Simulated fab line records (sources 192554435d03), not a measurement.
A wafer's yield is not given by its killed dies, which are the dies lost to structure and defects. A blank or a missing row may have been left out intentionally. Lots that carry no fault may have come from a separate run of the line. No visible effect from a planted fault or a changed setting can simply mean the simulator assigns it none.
fab line records || flow n5-finfet
record {"lots": 6, "wafers": 18, "last-day": 17}
route steps=1938 shown BEOL_M5@1170 PASSIVATION@1936
lots that met no fault: from a run of the same line without faults
start-h: the number of hours between the record's first day and the start of the first shown wafer of the lot || wait-h: hours from the lot's prior step to this one || " unchanged from the row above || L1.1+2: a single row standing in for several wafers || - value missing, or start not given || * or withheld: withheld || < > ~ a bound
route shown NAME@n: NAME is a module with steps in the file, n the number in the route of the first one || usual: mean and standard deviation over wafers with no fault || same: alike in all rows || chamber/n: place in a boat || sites: the reading at each site || _std_site: their standard deviation || _edge_site: inner sites' mean taken away from outer sites' mean || radius-mm: how far each site lies from the wafer's centre || mask NAME#n: copy n || behind: the tool/chamber that last shaped the wafer || hold: the reason the lot was held/the length of the hold in hours/how it ended || device: the n, p or np transistor that did not switch || end of line: the same wafers' tests at the end of the route || for a step that has no rows: nothing shown but its recipe || killed: the dies lost at the first sort to structure and to defects; this is not the yield of the wafer || map: per-die view of a wafer (x killed, . not killed, _ where there is no die)
set.NAME: the setting the step ran with; set.NAME@STEP: the setting that earlier step ran with || model.NAME: the simulator's own value behind a step, which no gauge read
lots at some steps of the route; a table a step, a row a wafer
services: a tool's chamber out of use, with start hour (start-h, from the record's first day; less than 0 if before it), hours out, and reason
## steps
# step N5_BEOL_M5_DEGAS_44
# recipe {"ambient": "vacuum", "temp-c": 250, "time-s": 60}
# step N5_BEOL_M5_PRE_CLEAN_45
# recipe {"gas": "H2/He", "time-s": 30, "temp-c": 250}
# usual {"heater-power-w": "339/28"}
{"lot.wafer": "L884.1", "tool": "pvd-sputter-03", "chamber": "-", "start-h": 199.96, "wait-h": 0.0, "heater-power-w": 283}
{"lot.wafer": "L884.5", "tool": "pvd-sputter-03", "chamber": "-", "start-h": 199.96, "wait-h": 0.0, "heater-power-w": 289}
{"lot.wafer": "L884.6", "tool": "pvd-sputter-03", "chamber": "-", "start-h": 199.96, "wait-h": 0.0, "heater-power-w": 338}
{"lot.wafer": "L890.2", "tool": "pvd-sputter-02", "chamber": "-", "start-h": 241.61, "wait-h": 0.0, "heater-power-w": 315}
{"lot.wafer": "L890.4", "tool": "pvd-sputter-02", "chamber": "-", "start-h": 241.61, "wait-h": 0.0, "heater-power-w": 365}
{"lot.wafer": "L890.6", "tool": "pvd-sputter-02", "chamber": "-", "start-h": 241.61, "wait-h": 0.0, "heater-power-w": 364}
{"lot.wafer": "L892.2", "tool": "pvd-sputter-02", "chamber": "-", "start-h": 242.87, "wait-h": 0.0, "heater-power-w": 310}
{"lot.wafer": "L892.4", "tool": "pvd-sputter-02", "chamber": "-", "start-h": 242.87, "wait-h": 0.0, "heater-power-w": 366}
{"lot.wafer": "L892.5", "tool": "pvd-sputter-02", "chamber": "-", "start-h": 242.87, "wait-h": 0.0, "heater-power-w": 365}
{"lot.wafer": "L898.3", "tool": "pvd-sputter-03", "chamber": "-", "start-h": 287.42, "wait-h": 0.0, "heater-power-w": 360}
{"lot.wafer": "L898.4", "tool": "pvd-sputter-03", "chamber": "-", "start-h": 287.42, "wait-h": 0.0, "heater-power-w": 333}
{"lot.wafer": "L898.6", "tool": "pvd-sputter-03", "chamber": "-", "start-h": 287.42, "wait-h": 0.0, "heater-power-w": 341}
{"lot.wafer": "L900.2", "tool": "pvd-sputter-03", "chamber": "-", "start-h": 313.19, "wait-h": 0.0, "heater-power-w": 347}
{"lot.wafer": "L900.5", "tool": "pvd-sputter-03", "chamber": "-", "start-h": 313.19, "wait-h": 0.0, "heater-power-w": 348}
{"lot.wafer": "L900.6", "tool": "pvd-sputter-03", "chamber": "-", "start-h": 313.19, "wait-h": 0.0, "heater-power-w": 342}
{"lot.wafer": "L901.1", "tool": "pvd-sputter-01", "chamber": "-", "start-h": 315.28, "wait-h": 0.0, "heater-power-w": 333}
{"lot.wafer": "L901.2", "tool": "pvd-sputter-01", "chamber": "-", "start-h": 315.28, "wait-h": 0.0, "heater-power-w": 371}
{"lot.wafer": "L901.4", "tool": "pvd-sputter-01", "chamber": "-", "start-h": 315.28, "wait-h": 0.0, "heater-power-w": 307}
# step N5_BEOL_M5_ALD_86
# recipe {"material": "TaN", "target-thk-a": "*", "temp-c": 275, "ald-precursor-family": "PDMAT", "ald-co-reactant": "NH3", "pressure-torr": 3, "carrier-flow-sccm": 1500, "pulse-time-s": 2, "purge-time-s": 3, "co-reactant-purge-time-s": 2, "co-reactant-pulse-time-s": 3, "ald-cycles": 30, "precursor-vessel-temp-c": 75, "precursor-vessel-pressure-torr": 26.25, "precursor-vessel-carrier-sccm": 1000}
# step N5_BEOL_M5_SURFACE_TREAT_87
# recipe {"gas": "Ar", "time-s": "*", "ion-energy-ev": "*", "ion-current-ma-cm2": 0.5, "pressure-mtorr": "*", "ar-flow-sccm": 30}
# usual {"pressure-mtorr": "*", "throttle-valve-pct": "*"}
{"lot.wafer": "L884.1", "tool": "pvd-sputter-01", "chamber": "-", "start-h": 200.25, "wait-h": 0.1, "pressure-mtorr": "*", "throttle-valve-pct": "*"}
{"lot.wafer": "L884.5", "tool": "pvd-sputter-01", "chamber": "-", "start-h": 200.25, "wait-h": 0.1, "pressure-mtorr": "*", "throttle-valve-pct": "*"}
{"lot.wafer": "L884.6", "tool": "pvd-sputter-01", "chamber": "-", "start-h": 200.25, "wait-h": 0.1, "pressure-mtorr": "*", "throttle-valve-pct": "*"}
{"lot.wafer": "L890.2", "tool": "pvd-sputter-02", "chamber": "-", "start-h": 241.95, "wait-h": 0.2, "pressure-mtorr": "*", "throttle-valve-pct": "*"}
{"lot.wafer": "L890.4", "tool": "pvd-sputter-02", "chamber": "-", "start-h": 241.95, "wait-h": 0.2, "pressure-mtorr": "*", "throttle-valve-pct": "*"}
{"lot.wafer": "L890.6", "tool": "pvd-sputter-02", "chamber": "-", "start-h": 241.95, "wait-h": 0.2, "pressure-mtorr": "*", "throttle-valve-pct": "*"}
{"lot.wafer": "L892.2", "tool": "pvd-sputter-02", "chamber": "-", "start-h": 243.25, "wait-h": 0.2, "pressure-mtorr": "*", "throttle-valve-pct": "*"}
{"lot.wafer": "L892.4", "tool": "pvd-sputter-02", "chamber": "-", "start-h": 243.25, "wait-h": 0.2, "pressure-mtorr": "*", "throttle-valve-pct": "*"}
{"lot.wafer": "L892.5", "tool": "pvd-sputter-02", "chamber": "-", "start-h": 243.25, "wait-h": 0.2, "pressure-mtorr": "*", "throttle-valve-pct": "*"}
{"lot.wafer": "L898.3", "tool": "pvd-sputter-03", "chamber": "-", "start-h": 287.78, "wait-h": 0.2, "pressure-mtorr": "*", "throttle-valve-pct": "*"}
{"lot.wafer": "L898.4", "tool": "pvd-sputter-03", "chamber": "-", "start-h": 287.78, "wait-h": 0.2, "pressure-mtorr": "*", "throttle-valve-pct": "*"}
{"lot.wafer": "L898.6", "tool": "pvd-sputter-03", "chamber": "-", "start-h": 287.78, "wait-h": 0.2, "pressure-mtorr": "*", "throttle-valve-pct": "*"}
{"lot.wafer": "L900.2", "tool": "pvd-sputter-03", "chamber": "-", "start-h": 313.52, "wait-h": 0.2, "pressure-mtorr": "*", "throttle-valve-pct": "*"}
{"lot.wafer": "L900.5", "tool": "pvd-sputter-03", "chamber": "-", "start-h": 313.52, "wait-h": 0.2, "pressure-mtorr": "*", "throttle-valve-pct": "*"}
{"lot.wafer": "L900.6", "tool": "pvd-sputter-03", "chamber": "-", "start-h": 313.52, "wait-h": 0.2, "pressure-mtorr": "*", "throttle-valve-pct": "*"}
{"lot.wafer": "L901.1", "tool": "pvd-sputter-01", "chamber": "-", "start-h": 315.68, "wait-h": 0.2, "pressure-mtorr": "*", "throttle-valve-pct": "*"}
{"lot.wafer": "L901.2", "tool": "pvd-sputter-01", "chamber": "-", "start-h": 315.68, "wait-h": 0.2, "pressure-mtorr": "*", "throttle-valve-pct": "*"}
{"lot.wafer": "L901.4", "tool": "pvd-sputter-01", "chamber": "-", "start-h": 315.68, "wait-h": 0.2, "pressure-mtorr": "*", "throttle-valve-pct": "*"}
# step N5_BEOL_M5_CVD_47
# recipe {"material": "Co", "target-thk-a": 30, "temp-c": "withheld", "precursor": "CCTBA/H2", "pressure-torr": 30, "time-s": 216}
# step N5_BEOL_M5_SPUTTER_48
# recipe {"material": "Cu", "target-thk-a": 150, "temp-c": -20, "chamber-pressure-pa": 0.07, "power-w": "withheld", "time-s": 27.62}
# step N5_BEOL_M5_ANNEAL_49
# recipe {"temp-c": 400, "time-s": 1800, "ambient": "vacuum"}
# step N5_BEOL_M5_SPUTTER_81
# recipe {"material": "Cu", "target-thk-a": 150, "temp-c": -20, "chamber-pressure-pa": 0.07, "power-w": "withheld", "time-s": 27.62}
# step N5_BEOL_M5_ANNEAL_82
# recipe {"temp-c": 400, "time-s": 1800, "ambient": "vacuum"}
# step N5_BEOL_M5_SPUTTER_83
# recipe {"material": "Cu", "target-thk-a": 150, "temp-c": -20, "chamber-pressure-pa": 0.07, "power-w": "withheld", "time-s": 27.62}
# usual {"throttle-valve-pct": "29.9/1.4"}
{"lot.wafer": "L884.1", "tool": "pvd-sputter-01", "chamber": "-", "start-h": 202.68, "wait-h": 0.5, "throttle-valve-pct": 29.4}
{"lot.wafer": "L884.5", "tool": "pvd-sputter-01", "chamber": "-", "start-h": 202.68, "wait-h": 0.5, "throttle-valve-pct": 31.2}
{"lot.wafer": "L884.6", "tool": "pvd-sputter-01", "chamber": "-", "start-h": 202.68, "wait-h": 0.5, "throttle-valve-pct": 27.5}
{"lot.wafer": "L890.2", "tool": "pvd-sputter-01", "chamber": "-", "start-h": 244.44, "wait-h": 0.5, "throttle-valve-pct": 29.1}
{"lot.wafer": "L890.4", "tool": "pvd-sputter-01", "chamber": "-", "start-h": 244.44, "wait-h": 0.5, "throttle-valve-pct": 28.2}
{"lot.wafer": "L890.6", "tool": "pvd-sputter-01", "chamber": "-", "start-h": 244.44, "wait-h": 0.5, "throttle-valve-pct": 27.7}
{"lot.wafer": "L892.2", "tool": "pvd-sputter-02", "chamber": "-", "start-h": 245.83, "wait-h": 0.5, "throttle-valve-pct": 30.0}
{"lot.wafer": "L892.4", "tool": "pvd-sputter-02", "chamber": "-", "start-h": 245.83, "wait-h": 0.5, "throttle-valve-pct": 32.0}
{"lot.wafer": "L892.5", "tool": "pvd-sputter-02", "chamber": "-", "start-h": 245.83, "wait-h": 0.5, "throttle-valve-pct": 30.3}
{"lot.wafer": "L898.3", "tool": "pvd-sputter-03", "chamber": "-", "start-h": 290.17, "wait-h": 0.5, "throttle-valve-pct": 28.5}
{"lot.wafer": "L898.4", "tool": "pvd-sputter-03", "chamber": "-", "start-h": 290.17, "wait-h": 0.5, "throttle-valve-pct": 29.2}
{"lot.wafer": "L898.6", "tool": "pvd-sputter-03", "chamber": "-", "start-h": 290.17, "wait-h": 0.5, "throttle-valve-pct": 29.1}
{"lot.wafer": "L900.2", "tool": "pvd-sputter-02", "chamber": "-", "start-h": 316.01, "wait-h": 0.5, "throttle-valve-pct": 30.0}
{"lot.wafer": "L900.5", "tool": "pvd-sputter-02", "chamber": "-", "start-h": 316.01, "wait-h": 0.5, "throttle-valve-pct": 30.3}
{"lot.wafer": "L900.6", "tool": "pvd-sputter-02", "chamber": "-", "start-h": 316.01, "wait-h": 0.5, "throttle-valve-pct": 29.9}
{"lot.wafer": "L901.1", "tool": "pvd-sputter-01", "chamber": "-", "start-h": 318.29, "wait-h": 0.5, "throttle-valve-pct": 28.9}
{"lot.wafer": "L901.2", "tool": "pvd-sputter-01", "chamber": "-", "start-h": 318.29, "wait-h": 0.5, "throttle-valve-pct": 27.6}
{"lot.wafer": "L901.4", "tool": "pvd-sputter-01", "chamber": "-", "start-h": 318.29, "wait-h": 0.5, "throttle-valve-pct": 28.5}
# step N5_BEOL_M5_ANNEAL_84
# recipe {"temp-c": 400, "time-s": 1800, "ambient": "vacuum"}
# usual {"heater-power-w": "845/64", "susceptor-temp-C": "400.01/0.21"}
{"lot.wafer": "L884.1", "tool": "pvd-sputter-01", "chamber": "-", "start-h": 202.76, "wait-h": 0.0, "heater-power-w": 769, "susceptor-temp-C": 400.04}
{"lot.wafer": "L884.5", "tool": "pvd-sputter-01", "chamber": "-", "start-h": 202.76, "wait-h": 0.0, "heater-power-w": 838, "susceptor-temp-C": 400.05}
{"lot.wafer": "L884.6", "tool": "pvd-sputter-01", "chamber": "-", "start-h": 202.76, "wait-h": 0.0, "heater-power-w": 896, "susceptor-temp-C": 399.85}
{"lot.wafer": "L890.2", "tool": "pvd-sputter-01", "chamber": "-", "start-h": 244.52, "wait-h": 0.0, "heater-power-w": 774, "susceptor-temp-C": 400.27}
{"lot.wafer": "L890.4", "tool": "pvd-sputter-01", "chamber": "-", "start-h": 244.52, "wait-h": 0.0, "heater-power-w": 937, "susceptor-temp-C": 399.72}
{"lot.wafer": "L890.6", "tool": "pvd-sputter-01", "chamber": "-", "start-h": 244.52, "wait-h": 0.0, "heater-power-w": 922, "susceptor-temp-C": 399.71}
{"lot.wafer": "L892.2", "tool": "pvd-sputter-02", "chamber": "-", "start-h": 245.91, "wait-h": 0.0, "heater-power-w": 763, "susceptor-temp-C": 400.07}
{"lot.wafer": "L892.4", "tool": "pvd-sputter-02", "chamber": "-", "start-h": 245.91, "wait-h": 0.0, "heater-power-w": 778, "susceptor-temp-C": 400.39}
{"lot.wafer": "L892.5", "tool": "pvd-sputter-02", "chamber": "-", "start-h": 245.91, "wait-h": 0.0, "heater-power-w": 900, "susceptor-temp-C": 400.00}
{"lot.wafer": "L898.3", "tool": "pvd-sputter-03", "chamber": "-", "start-h": 290.25, "wait-h": 0.0, "heater-power-w": 844, "susceptor-temp-C": 399.85}
{"lot.wafer": "L898.4", "tool": "pvd-sputter-03", "chamber": "-", "start-h": 290.25, "wait-h": 0.0, "heater-power-w": 855, "susceptor-temp-C": 399.85}
{"lot.wafer": "L898.6", "tool": "pvd-sputter-03", "chamber": "-", "start-h": 290.25, "wait-h": 0.0, "heater-power-w": 825, "susceptor-temp-C": 400.27}
{"lot.wafer": "L900.2", "tool": "pvd-sputter-02", "chamber": "-", "start-h": 316.09, "wait-h": 0.0, "heater-power-w": 757, "susceptor-temp-C": 399.79}
{"lot.wafer": "L900.5", "tool": "pvd-sputter-02", "chamber": "-", "start-h": 316.09, "wait-h": 0.0, "heater-power-w": 901, "susceptor-temp-C": 400.16}
{"lot.wafer": "L900.6", "tool": "pvd-sputter-02", "chamber": "-", "start-h": 316.09, "wait-h": 0.0, "heater-power-w": 770, "susceptor-temp-C": 399.77}
{"lot.wafer": "L901.1", "tool": "pvd-sputter-01", "chamber": "-", "start-h": 318.37, "wait-h": 0.0, "heater-power-w": 798, "susceptor-temp-C": 399.64}
{"lot.wafer": "L901.2", "tool": "pvd-sputter-01", "chamber": "-", "start-h": 318.37, "wait-h": 0.0, "heater-power-w": 924, "susceptor-temp-C": 400.38}
{"lot.wafer": "L901.4", "tool": "pvd-sputter-01", "chamber": "-", "start-h": 318.37, "wait-h": 0.0, "heater-power-w": 941, "susceptor-temp-C": 399.60}
# step N5_BEOL_M5_SPUTTER_88
# recipe {"material": "Cu", "target-thk-a": 150, "temp-c": -20, "chamber-pressure-pa": 0.07, "power-w": "withheld", "time-s": 27.62}
# usual {"throttle-valve-pct": "29.9/1.4"}
{"lot.wafer": "L884.1", "tool": "pvd-sputter-01", "chamber": "-", "start-h": 203.77, "wait-h": 0.5, "throttle-valve-pct": 29.1}
{"lot.wafer": "L884.5", "tool": "pvd-sputter-01", "chamber": "-", "start-h": 203.77, "wait-h": 0.5, "throttle-valve-pct": 31.4}
{"lot.wafer": "L884.6", "tool": "pvd-sputter-01", "chamber": "-", "start-h": 203.77, "wait-h": 0.5, "throttle-valve-pct": 27.6}
{"lot.wafer": "L890.2", "tool": "pvd-sputter-01", "chamber": "-", "start-h": 245.53, "wait-h": 0.5, "throttle-valve-pct": 29.3}
{"lot.wafer": "L890.4", "tool": "pvd-sputter-01", "chamber": "-", "start-h": 245.53, "wait-h": 0.5, "throttle-valve-pct": 28.6}
{"lot.wafer": "L890.6", "tool": "pvd-sputter-01", "chamber": "-", "start-h": 245.53, "wait-h": 0.5, "throttle-valve-pct": 27.8}
{"lot.wafer": "L892.2", "tool": "pvd-sputter-02", "chamber": "-", "start-h": 246.91, "wait-h": 0.5, "throttle-valve-pct": 29.7}
{"lot.wafer": "L892.4", "tool": "pvd-sputter-02", "chamber": "-", "start-h": 246.91, "wait-h": 0.5, "throttle-valve-pct": 32.0}
{"lot.wafer": "L892.5", "tool": "pvd-sputter-02", "chamber": "-", "start-h": 246.91, "wait-h": 0.5, "throttle-valve-pct": 30.1}
{"lot.wafer": "L898.3", "tool": "pvd-sputter-03", "chamber": "-", "start-h": 291.25, "wait-h": 0.5, "throttle-valve-pct": 28.6}
{"lot.wafer": "L898.4", "tool": "pvd-sputter-03", "chamber": "-", "start-h": 291.25, "wait-h": 0.5, "throttle-valve-pct": 28.9}
{"lot.wafer": "L898.6", "tool": "pvd-sputter-03", "chamber": "-", "start-h": 291.25, "wait-h": 0.5, "throttle-valve-pct": 28.9}
{"lot.wafer": "L900.2", "tool": "pvd-sputter-02", "chamber": "-", "start-h": 317.09, "wait-h": 0.5, "throttle-valve-pct": 30.0}
{"lot.wafer": "L900.5", "tool": "pvd-sputter-02", "chamber": "-", "start-h": 317.09, "wait-h": 0.5, "throttle-valve-pct": 30.0}
{"lot.wafer": "L900.6", "tool": "pvd-sputter-02", "chamber": "-", "start-h": 317.09, "wait-h": 0.5, "throttle-valve-pct": 29.7}
{"lot.wafer": "L901.1", "tool": "pvd-sputter-01", "chamber": "-", "start-h": 319.38, "wait-h": 0.5, "throttle-valve-pct": 29.3}
{"lot.wafer": "L901.2", "tool": "pvd-sputter-01", "chamber": "-", "start-h": 319.38, "wait-h": 0.5, "throttle-valve-pct": 27.4}
{"lot.wafer": "L901.4", "tool": "pvd-sputter-01", "chamber": "-", "start-h": 319.38, "wait-h": 0.5, "throttle-valve-pct": 28.3}
# step N5_BEOL_M5_ANNEAL_89
# recipe {"temp-c": 400, "time-s": 1800, "ambient": "vacuum"}
# usual {"heater-power-w": "847/65", "susceptor-temp-C": "399.99/0.23"}
{"lot.wafer": "L884.1", "tool": "pvd-sputter-01", "chamber": "-", "start-h": 203.85, "wait-h": 0.0, "heater-power-w": 786, "susceptor-temp-C": 400.11}
{"lot.wafer": "L884.5", "tool": "pvd-sputter-01", "chamber": "-", "start-h": 203.85, "wait-h": 0.0, "heater-power-w": 855, "susceptor-temp-C": 399.60}
{"lot.wafer": "L884.6", "tool": "pvd-sputter-01", "chamber": "-", "start-h": 203.85, "wait-h": 0.0, "heater-power-w": 910, "susceptor-temp-C": 399.81}
{"lot.wafer": "L890.2", "tool": "pvd-sputter-01", "chamber": "-", "start-h": 245.61, "wait-h": 0.0, "heater-power-w": "-", "susceptor-temp-C": "-"}
{"lot.wafer": "L890.4", "tool": "pvd-sputter-01", "chamber": "-", "start-h": 245.61, "wait-h": 0.0, "heater-power-w": "-", "susceptor-temp-C": "-"}
{"lot.wafer": "L890.6", "tool": "pvd-sputter-01", "chamber": "-", "start-h": 245.61, "wait-h": 0.0, "heater-power-w": "-", "susceptor-temp-C": "-"}
{"lot.wafer": "L892.2", "tool": "pvd-sputter-02", "chamber": "-", "start-h": 246.99, "wait-h": 0.0, "heater-power-w": "-", "susceptor-temp-C": "-"}
{"lot.wafer": "L892.4", "tool": "pvd-sputter-02", "chamber": "-", "start-h": 246.99, "wait-h": 0.0, "heater-power-w": "-", "susceptor-temp-C": "-"}
{"lot.wafer": "L892.5", "tool": "pvd-sputter-02", "chamber": "-", "start-h": 246.99, "wait-h": 0.0, "heater-power-w": "-", "susceptor-temp-C": "-"}
{"lot.wafer": "L898.3", "tool": "pvd-sputter-03", "chamber": "-", "start-h": 291.33, "wait-h": 0.0, "heater-power-w": 852, "susceptor-temp-C": 400.14}
{"lot.wafer": "L898.4", "tool": "pvd-sputter-03", "chamber": "-", "start-h": 291.33, "wait-h": 0.0, "heater-power-w": 856, "susceptor-temp-C": 399.60}
{"lot.wafer": "L898.6", "tool": "pvd-sputter-03", "chamber": "-", "start-h": 291.33, "wait-h": 0.0, "heater-power-w": 843, "susceptor-temp-C": 399.79}
{"lot.wafer": "L900.2", "tool": "pvd-sputter-02", "chamber": "-", "start-h": 317.17, "wait-h": 0.0, "heater-power-w": 766, "susceptor-temp-C": 399.97}
{"lot.wafer": "L900.5", "tool": "pvd-sputter-02", "chamber": "-", "start-h": 317.17, "wait-h": 0.0, "heater-power-w": 918, "susceptor-temp-C": 399.94}
{"lot.wafer": "L900.6", "tool": "pvd-sputter-02", "chamber": "-", "start-h": 317.17, "wait-h": 0.0, "heater-power-w": 777, "susceptor-temp-C": 399.75}
{"lot.wafer": "L901.1", "tool": "pvd-sputter-01", "chamber": "-", "start-h": 319.46, "wait-h": 0.0, "heater-power-w": 782, "susceptor-temp-C": 399.83}
{"lot.wafer": "L901.2", "tool": "pvd-sputter-01", "chamber": "-", "start-h": 319.46, "wait-h": 0.0, "heater-power-w": 888, "susceptor-temp-C": 400.09}
{"lot.wafer": "L901.4", "tool": "pvd-sputter-01", "chamber": "-", "start-h": 319.46, "wait-h": 0.0, "heater-power-w": 961, "susceptor-temp-C": 399.75}
# step N5_BEOL_M5_SPUTTER_90
# recipe {"material": "Cu", "target-thk-a": 45, "temp-c": -20, "chamber-pressure-pa": 0.07, "power-w": "withheld", "time-s": 8.29}
# step N5_PASSIVATION_PROBE_49
# usual {"defect-limited-yield": "91.1/1.5", "killed_at_M0_to_M3": "35/9.5", "killed_at_M4_up": "13/5.2", "killed-at-contacts": "12/6.1", "killed-at-front-end": "41/14", "killed-at-other": "3.8/2.9", "killed-dies": "105/17", "killed-open": "70/13", "killed-short": "33/8.4", "sort_bin_5_function": "5.1/0.97", "sort_bin_6_memory": "3.4/0.69", "sort-n-pass": "1075/17", "sort-yield-pct": "91.1/1.5"}
# same {"gross-dies": 1180, "killed-at-back-side": 0, "sort_bin_4_leakage[%]": 0, "sort_bin_8_speed[%]": 0}
{"lot.wafer": "L884.1", "tool": "prober-02", "chamber": "-", "start-h": 298.20, "wait-h": 0.0, "defect-limited-yield[%]": 91.1, "killed_at_M0_to_M3": 39, "killed_at_M4_up": 13, "killed-at-contacts": 12, "killed-at-front-end": 36, "killed-at-other": 5, "killed-dies": 105, "killed-open": 67, "killed-short": 38, "sort_bin_5_function[%]": 4.5, "sort_bin_6_memory[%]": 4.0, "sort-n-pass": 1075, "sort-yield-pct[%]": 91.1}
{"lot.wafer": "L884.5", "tool": "prober-02", "chamber": "-", "start-h": 298.40, "wait-h": 0.2, "defect-limited-yield[%]": 91.4, "killed_at_M0_to_M3": 44, "killed_at_M4_up": 8, "killed-at-contacts": 16, "killed-at-front-end": 30, "killed-at-other": 3, "killed-dies": 101, "killed-open": 65, "killed-short": 34, "sort_bin_5_function[%]": 5.2, "sort_bin_6_memory[%]": 3.2, "sort-n-pass": 1079, "sort-yield-pct[%]": 91.4}
{"lot.wafer": "L884.6", "tool": "prober-02", "chamber": "-", "start-h": 298.45, "wait-h": 0.3, "defect-limited-yield[%]": 90.5, "killed_at_M0_to_M3": 44, "killed_at_M4_up": 10, "killed-at-contacts": 13, "killed-at-front-end": 43, "killed-at-other": 2, "killed-dies": 112, "killed-open": 77, "killed-short": 35, "sort_bin_5_function[%]": 6.0, "sort_bin_6_memory[%]": 3.1, "sort-n-pass": 1068, "sort-yield-pct[%]": 90.5}
{"lot.wafer": "L890.2", "tool": "prober-01", "chamber": "-", "start-h": 344.62, "wait-h": 0.1, "defect-limited-yield[%]": 89.9, "killed_at_M0_to_M3": 39, "killed_at_M4_up": 11, "killed-at-contacts": 12, "killed-at-front-end": 55, "killed-at-other": 2, "killed-dies": 119, "killed-open": 86, "killed-short": 33, "sort_bin_5_function[%]": 6.0, "sort_bin_6_memory[%]": 3.7, "sort-n-pass": 1061, "sort-yield-pct[%]": 89.9}
{"lot.wafer": "L890.4", "tool": "prober-01", "chamber": "-", "start-h": 344.72, "wait-h": 0.2, "defect-limited-yield[%]": 89.9, "killed_at_M0_to_M3": 42, "killed_at_M4_up": 20, "killed-at-contacts": 25, "killed-at-front-end": 30, "killed-at-other": 2, "killed-dies": 119, "killed-open": 85, "killed-short": 33, "sort_bin_5_function[%]": 5.2, "sort_bin_6_memory[%]": 4.7, "sort-n-pass": 1061, "sort-yield-pct[%]": 89.9}
{"lot.wafer": "L890.6", "tool": "prober-01", "chamber": "-", "start-h": 344.82, "wait-h": 0.3, "defect-limited-yield[%]": 88.4, "killed_at_M0_to_M3": 39, "killed_at_M4_up": 14, "killed-at-contacts": 16, "killed-at-front-end": 68, "killed-at-other": 0, "killed-dies": 137, "killed-open": 102, "killed-short": 33, "sort_bin_5_function[%]": 6.7, "sort_bin_6_memory[%]": 4.4, "sort-n-pass": 1043, "sort-yield-pct[%]": 88.4}
# killed by level:class
L884.1 BEOL_M0_SAQP:geometric-particle:open=12 FIN_SAQP:geometric-particle:short=8 STI_FIN_REVEAL:geometric-particle:open=8 MOL_CONTACT_COAG:geometric-particle:open=8 BEOL_M1:geometric-particle:open=7 GATE_CUT:geometric-particle:short=6 BEOL_M0_SAQP:geometric-particle:short=5 DUMMY_GATE:geometric-particle:open=4
L884.5 MOL_CONTACT_COAG:geometric-particle:open=12 BEOL_M0_SAQP:geometric-particle:open=11 BEOL_M0_SAQP:geometric-particle:short=9 FIN_SAQP:geometric-particle:short=9 FIN_SAQP:geometric-particle:open=7 BEOL_M3:geometric-particle:open=7 BEOL_M2:geometric-particle:open=5 DUMMY_GATE:geometric-particle:open=4
L884.6 MOL_CONTACT_COAG:geometric-particle:open=12 FIN_SAQP:geometric-particle:short=11 BEOL_M2:geometric-particle:open=11 STI_FIN_REVEAL:geometric-particle:open=8 FIN_SAQP:geometric-particle:open=7 BEOL_M0_SAQP:geometric-particle:open=7 BEOL_M0:geometric-particle:open=7 BEOL_M0_SAQP:geometric-particle:short=6
L890.2 BEOL_M2:geometric-particle:open=14 STI_FIN_REVEAL:geometric-particle:open=12 FIN_SAQP:geometric-particle:open=10 MOL_CONTACT_COAG:geometric-particle:open=10 GATE_CUT:geometric-particle:short=9 BEOL_M1:geometric-particle:open=9 FIN_SAQP:geometric-particle:short=7 BEOL_M0:geometric-particle:open=6
L890.4 MOL_CONTACT_COAG:geometric-particle:open=23 BEOL_M1:geometric-particle:open=10 BEOL_M2:geometric-particle:open=10 BEOL_M4:geometric-particle:open=8 BEOL_M3:geometric-particle:open=5 BEOL_M5:geometric-particle:open=5 FIN_SAQP:geometric-particle:open=4 STI_FIN_REVEAL:geometric-particle:open=4
L890.6 STI_FIN_REVEAL:geometric-particle:open=22 FIN_SAQP:geometric-particle:open=21 MOL_CONTACT_COAG:geometric-particle:open=11 BEOL_M2:geometric-particle:open=9 BEOL_M0_SAQP:geometric-particle:short=7 BEOL_M1:geometric-particle:open=7 FIN_SAQP:geometric-particle:short=6 BEOL_M0_SAQP:geometric-particle:open=6
## services
{"tool": "pvd-sputter-03", "chamber": "-", "start-h": 229.48, "hours": 0.6, "kind": "repair"}
## key
first-sign {"step": "N5_BEOL_M5_ANNEAL_89", "reading": "tool-record", "direction": "missing"}
effect none on later readings
met-at N5_BEOL_M5_ANNEAL_89
struck-wafers L890.2,L890.4,L890.6,L892.2,L892.4,L892.5
onset-between 203.85 245.61
fault {"kind": "skipped-step-whole", "tool": "pvd-sputter-01,pvd-sputter-02", "chamber": "-", "onset-h": 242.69, "steps": "N5_BEOL_M5_ANNEAL_89", "scope": "struck-lots-only"}
